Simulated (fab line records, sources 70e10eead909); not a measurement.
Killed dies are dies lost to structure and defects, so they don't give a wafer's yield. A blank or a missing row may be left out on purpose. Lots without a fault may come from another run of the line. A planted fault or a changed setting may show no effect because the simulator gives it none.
fab line records | flow nand_harc | part 2 of 2: steps 5 to 6 of 6
record lots=22 wafers=66 last_day=25
route steps=1159 shown A_SGD_CUT@763 A_SLIT@781 A_WL_FILL@815
lots that met no fault: from a run of the same line without faults
start_h: hours from the record's first day to the start of the lot's first wafer shown | wait_h: hours since the lot's step before | " the same as in the row above | L1.1+2: a row that stands for several wafers | - no value, or no start given | * or withheld: withheld | < > ~ a bound
route shown NAME@n: a module of which the file shows steps, and the number in the route of the first | usual: mean/standard deviation of fault-free wafers | same: alike in all rows | chamber/n: place in a boat | sites: the reading at each site | _std_site: their standard deviation | _edge_site: outer sites' mean less inner sites' | radius_mm: how far each site lies from the wafer's centre | mask NAME#n: copy n | behind: the tool/chamber that last shaped the wafer | hold: why the lot was held/for how many hours/how that ended | device: the transistor (n, p or np) that didn't switch | end of line: the same wafers' tests at the end of the route | a step without rows: its recipe alone | killed: dies lost to structure and defects at the first sort, not the wafer's yield | map: a wafer's dies, x killed, . not, _ none there
set.NAME: the setting as run; set.NAME@STEP: as run at that earlier step | model.NAME: the simulator's own value behind a step, which no gauge read
steps of the route over a sample of lots; a table a step, a row a wafer
services: from which hour (start_h, from the record's first day; less than 0 if before it) a tool's chamber was out of use, for how many hours, and why
## steps
# step NHARC_A_WL_FILL_ETCHBACK_05
# recipe target_depth_a=220 time_s=60 temp_c=40 chemistry=Cl2/BCl3
# usual drypump_motor_current_A=6.0/0.6 oes_product_au=1.000/0.012
# same time_s=60
# columns lot.wafer tool chamber start_h wait_h drypump_motor_current_A oes_product_au rf_hours_counter_h
L075.3 rie_metal-02 1 340.34 0.1 6.0 1.004 -
L075.6 " 1 " " 6.0 1.017 -
L075.5 " 0 " " 6.6 1.004 -
L077.2 rie_metal-03 1 341.65 0.2 6.8 0.996 1.7
L077.3 " 1 " " 6.8 1.005 -
L077.4 " 0 " " 5.4 1.007 -
L074.4 rie_metal-01 0 343.12 0.1 5.6 0.984 -
L074.3 " 1 " " 5.4 1.002 -
L074.6 " 0 " " 5.7 0.991 -
L079.1 rie_metal-03 0 346.45 0.2 5.4 1.007 1.9
L079.5 " 1 " " 6.8 1.003 -
L079.6 " 0 " " 5.4 1.016 -
L078.2 rie_metal-02 0 349.24 0.2 6.6 0.993 2.4
L078.4 " 1 " " 6.0 1.011 -
L078.5 " 1 " " 6.0 1.011 -
L076.1 rie_metal-03 1 350.67 0.2 6.8 0.996 2.1
L076.2 " 0 " " 5.4 0.994 2.1
L076.5 " 1 " " 6.8 1.001 -
L080.1 rie_metal-01 0 380.84 0.2 5.6 0.993 1.4
L080.2 " 1 " " 5.4 1.009 1.4
L080.3 " 1 " " 5.4 0.999 -
L084.1 rie_metal-03 1 393.33 0.2 6.8 0.989 3.0
L084.4 " 0 " " 5.4 1.005 -
L084.5 " 0 " " 5.4 1.009 -
L081.1 rie_metal-01 1 396.15 0.2 5.4 0.998 1.7
L081.3 " 0 " " 5.6 0.982 -
L081.6 " 1 " " 5.4 0.992 -
L083.2 rie_metal-03 1 396.61 0.2 6.8 0.995 3.2
L083.4 " 0 " " 5.4 1.020 -
L083.6 " 1 " " 6.8 0.987 -
L082.1 rie_metal-02 1 398.98 0.2 6.0 1.027 0.1
L082.3 " 1 " " 6.0 1.019 -
L082.6 " 1 " " 6.0 1.014 -
L086.1 rie_metal-03 1 415.54 0.2 6.9 1.000 3.7
L086.3 " 1 " " 6.9 1.006 -
L086.5 " 1 " " 6.9 1.004 -
L089.2 rie_metal-02 1 417.30 0.2 6.0 1.016 0.7
L089.3 " 0 " " 6.6 0.991 -
L089.6 " 0 " " 6.6 0.989 -
L085.1 rie_metal-01 1 420.11 0.2 5.4 1.006 2.2
L085.2 " 0 " " 5.6 0.989 2.2
L085.4 " 1 " " 5.4 0.985 -
L088.1 rie_metal-03 1 427.80 0.2 6.9 0.994 4.2
L088.3 " 0 " " 5.4 1.003 -
L088.5 " 1 " " 6.7 1.010 -
L091.2 rie_metal-03 1 432.42 0.2 6.8 1.004 4.4
L091.4 " 1 " " 6.8 1.005 -
L091.3 " 0 " " 5.4 1.014 -
L090.1 rie_metal-02 0 432.62 0.2 6.6 0.981 1.0
L090.2 " 1 " " 6.0 1.027 1.0
L090.6 " 0 " " 6.6 0.980 -
L092.4 rie_metal-01 0 459.07 0.2 5.6 0.980 -
L092.6 " 1 " " 5.4 1.004 -
L092.5 " 0 " " 5.6 0.985 -
L094.2 rie_metal-02 0 463.19 0.2 6.6 0.980 1.8
L094.1 " 1 " " 6.1 1.020 1.8
L094.3 " 0 " " 6.6 0.975 -
L093.4 rie_metal-03 0 463.38 0.1 5.4 0.998 -
L093.3 " 1 " " 6.8 1.001 -
L093.5 " 1 " " 6.8 1.001 -
L096.2 rie_metal-02 0 468.12 0.2 6.6 0.976 2.0
L096.3 " 1 " " 6.1 1.021 -
L096.4 " 0 " " 6.6 0.966 -
L097.2 rie_metal-01 0 494.14 0.2 5.7 0.989 4.1
L097.3 " 0 " " 5.7 0.985 -
L097.6 " 0 " " 5.6 0.986 -
# step NHARC_A_WL_FILL_STRIP_29
# recipe time_s=20 o2_flow_sccm=500 ar_flow_sccm=0 bias_w=0 chemistry=O2
# usual drypump_motor_current_A=5.7/0.44 oes_product_au=1.003/0.011 rf_vpp_V=57.9/0.87 showerhead_plenum_p_Torr=3.56/0.15 throttle_valve_pct=17.037/0.0081
# same time_s=20
# columns lot.wafer tool chamber start_h wait_h drypump_motor_current_A oes_product_au rf_hours_counter_h rf_vpp_V showerhead_plenum_p_Torr throttle_valve_pct
L077.4 rie_diel-12 1 350.63 0.1 5.2 1.013 2.4 58.7 3.44 17.030
L077.3 " 3 " " 5.6 1.003 4.0 57.3 3.78 17.047
L077.2 " 0 " " 5.0 0.994 4.0 57.0 3.63 17.034
L075.3 rie_diel-10 1 350.69 0.1 6.2 0.992 5.2 58.3 3.73 17.029
L075.5 " 1 " " 6.2 0.997 - 58.1 3.73 17.040
L075.6 " 2 " " 5.6 0.978 - 56.9 3.44 17.033
L074.3 rie_diel-02 1 353.85 0.1 5.6 0.999 1.0 57.7 3.30 17.041
L074.4 " 0 " " 5.7 1.003 0.7 58.9 3.58 17.044
L074.6 " 2 " " 6.3 1.007 - 58.4 3.52 17.043
L079.1 rie_diel-12 2 353.88 0.1 6.5 1.024 3.0 58.0 3.46 17.042
L079.5 " 1 " " 5.2 1.002 - 57.1 3.44 17.033
L079.6 " 2 " " 6.4 1.021 - 56.7 3.46 17.035
L076.2 rie_diel-12 3 359.29 0.1 5.6 1.007 4.2 58.8 3.78 17.045
L076.1 " 1 " " 5.2 1.010 2.6 57.3 3.44 17.046
L076.5 " 0 " " 5.0 0.998 - 57.1 3.63 17.045
L078.2 rie_diel-02 3 359.37 0.1 5.8 1.005 1.5 57.3 3.75 17.050
L078.4 " 1 " " 5.6 0.995 1.4 57.8 3.30 17.028
L078.5 " 0 " " 5.7 0.999 - 57.3 3.58 17.046
L080.2 rie_diel-12 0 391.22 0.1 5.0 0.993 0.0 58.3 3.63 17.040
L080.1 " 1 " " 5.2 1.015 0.0 58.5 3.44 17.042
L080.3 " 2 " " 6.4 1.011 0.0 59.3 3.46 17.030
L084.1 rie_diel-02 2 403.45 0.1 6.3 1.002 4.5 57.3 3.52 17.041
L084.4 " 0 " " 5.7 0.984 4.4 58.3 3.57 17.045
L084.5 " 3 " " 5.8 1.003 - 57.9 3.74 17.034
L081.1 rie_diel-02 2 406.19 0.1 6.3 1.009 4.6 57.7 3.52 17.025
L081.3 " 3 " " 5.8 1.013 4.2 57.9 3.74 17.038
L081.6 " 1 " " 5.6 0.996 - 59.8 3.30 17.039
L083.2 rie_diel-12 0 407.46 0.1 5.0 0.997 0.4 59.0 3.63 17.032
L083.4 " 2 " " 6.4 1.017 0.3 57.3 3.46 17.048
L083.6 " 1 " " 5.2 1.005 - 57.7 3.44 17.017
L082.1 rie_diel-10 3 408.51 0.1 5.6 1.001 1.5 59.2 3.69 17.042
L082.3 " 0 " " 6.0 0.985 1.4 56.3 3.32 17.040
L082.6 " 0 " " 6.0 0.987 - 57.0 3.32 17.031
L089.2 rie_diel-12 1 425.91 0.1 5.2 1.015 1.0 58.5 3.44 17.026
L089.3 " 2 " " 6.4 1.014 1.0 57.7 3.46 17.034
L089.6 " 2 " " 6.5 1.015 - 57.5 3.46 17.034
L086.3 rie_diel-02 0 425.98 0.1 5.6 1.000 6.2 57.5 3.57 17.048
L086.1 " 1 " " 5.6 1.006 6.5 57.1 3.30 17.043
L086.5 " 1 " " 5.6 1.002 - 56.9 3.30 17.047
L085.1 rie_diel-02 2 431.66 0.1 6.3 1.002 6.3 58.7 3.51 17.033
L085.4 " 0 " " 5.7 0.999 6.2 57.8 3.57 17.033
L085.2 " 1 " " 5.6 0.999 6.6 58.1 3.30 17.042
L088.3 rie_diel-10 0 438.23 0.1 6.0 1.002 2.7 58.8 3.32 17.051
L088.1 " 1 " " 6.2 1.008 2.7 58.8 3.73 17.035
L088.5 " 3 " " 5.6 1.007 - 57.7 3.69 17.043
L091.3 rie_diel-12 0 444.68 0.1 5.0 0.983 1.6 59.2 3.63 17.047
L091.2 " 1 " " 5.2 0.999 1.4 58.2 3.44 17.043
L091.4 " 2 " " 6.4 1.020 1.4 56.3 3.46 17.027
L090.1 rie_diel-12 1 444.90 0.1 5.2 0.998 1.4 57.9 3.44 17.044
L090.2 " 3 " " 5.6 0.989 1.6 58.4 3.78 17.040
L090.6 " 1 " " 5.2 0.997 - 58.6 3.44 17.041
L092.4 rie_diel-10 1 469.96 0.1 6.2 0.994 4.0 58.0 3.73 17.027
L092.6 " 2 " " 5.6 1.008 - 58.1 3.44 17.041
L092.5 " 3 " " 5.6 1.020 - 57.9 3.69 17.044
L093.4 rie_diel-12 1 473.29 0.1 5.2 1.009 2.0 56.9 3.44 17.042
L093.3 " 0 " " 5.0 0.998 2.1 56.8 3.63 17.031
L093.5 " 2 " " 6.5 1.014 - 56.9 3.46 17.036
L094.1 rie_diel-10 1 473.34 0.1 6.2 0.998 4.0 57.6 3.73 17.017
L094.3 " 3 " " 5.6 1.005 4.4 58.4 3.69 17.042
L094.2 " 0 " " 6.0 0.981 4.1 56.9 3.32 17.035
L096.3 rie_diel-10 1 478.50 0.1 6.2 1.014 4.2 58.7 3.73 17.050
L096.2 " 3 " " 5.6 1.017 4.5 57.4 3.69 17.031
L096.4 " 3 " " 5.6 1.023 - 57.8 3.69 17.035
L097.2 rie_diel-12 3 505.00 0.1 5.6 0.998 3.0 58.5 3.78 17.031
L097.3 " 1 " " 5.2 1.023 2.9 57.3 3.44 17.025
L097.6 " 3 " " 5.6 1.001 - 59.3 3.78 17.031
## services
# columns tool chamber start_h hours kind
rie_diel-04 - 288.90 9.0 pm
pecvd-03 - 292.59 13.0 pm
rie_diel-12 1 294.29 20.0 repair
rie_diel-12 - 314.15 0.6 repair
rie_diel-12 1 322.37 1.8 repair
pecvd-03 - 331.36 0.9 repair
rie_diel-12 - 334.63 0.2 repair
rie_diel-11 1 340.15 5.4 repair
rie_diel-04 - 345.11 3.8 repair
pecvd-03 0 360.79 7.0 repair
rie_diel-07 2 366.43 8.1 repair
rie_diel-11 - 366.60 9.0 pm
pecvd-04 - 376.59 13.0 pm
rie_diel-12 - 379.41 9.0 pm
rie_metal-02 - 388.00 9.0 pm
pecvd-03 2 395.36 10.0 repair
rie_diel-07 - 405.23 9.0 pm
rie_diel-04 1 415.73 2.4 repair
rie_metal-03 - 453.00 9.0 pm
rie_diel-04 - 465.90 9.0 pm
pecvd-03 - 474.10 13.0 pm
rie_metal-03 1 475.34 7.7 repair
rie_diel-12 0 489.96 3.9 repair
pecvd-03 - 495.88 3.1 repair
